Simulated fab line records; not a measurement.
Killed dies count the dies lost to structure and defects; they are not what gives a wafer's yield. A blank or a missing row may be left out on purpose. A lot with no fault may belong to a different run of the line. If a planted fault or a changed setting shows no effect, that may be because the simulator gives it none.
Chamber matching -- flow nandHarc -- 4 sister chambers for NHARC_A_BLC_DESCUM_15 on rieDiel-02
The step chemistry O2, time 3 s. 8 wafers are shown with their chamber, then 12 later ones without.

== WAFERS PAIRED WITH THEIR CHAMBERS ==
wafer,chamber,showerheadPlenumPTorr (Torr),drypumpMotorCurrentA (A)
L083.2,0,2.02,5.9
L087.2,0,2.01,5.9
L088.4,3,1.92,5.8
L089.4,1,1.85,6.5
L089.6,2,2.03,5.9
L090.1,1,1.85,6.5
L090.2,2,2.03,6.0
L090.4,3,1.92,5.8

== WAFERS WITHOUT THEIR CHAMBER ==
wafer,showerheadPlenumPTorr (Torr),drypumpMotorCurrentA (A)
L094.1,2.01,5.9
L094.3,1.85,6.5
L094.5,2.03,5.9
L096.1,1.85,6.5
L096.5,1.85,6.5
L096.6,2.03,5.9
L093.2,2.03,5.9
L093.3,1.85,6.5
L093.5,1.92,5.8
L095.1,2.01,5.9
L095.4,2.03,5.9
L095.6,1.92,5.8

== CHAMBER TAKEN BY EACH ==
wafer,from the rows above,in truth
L094.1,0,0
L094.3,1,1
L094.5,2,2
L096.1,1,1
L096.5,1,1
L096.6,2,2
L093.2,2,2
L093.3,1,1
L093.5,3,3
L095.1,0,0
L095.4,2,2
L095.6,3,3
Placed correctly: 12 of 12. From these rows, 0 cannot be placed. 0 placed wrongly.
How it was worked out, from the rows above alone: a wafer's distance from a chamber is the root of the sum, over the readings, of the square of ((its reading less the chamber's mean) divided by the reading's scatter). If the next closest chamber is less than 2 further off than the closest, the wafer can't be placed; otherwise it belongs to the closest. The mean given for a chamber averages the wafers shown for that chamber. How the scatter is found: for the shown wafers, subtract from each reading the mean of its chamber, square and add these, divide the total by (wafers less chambers), then take the root.
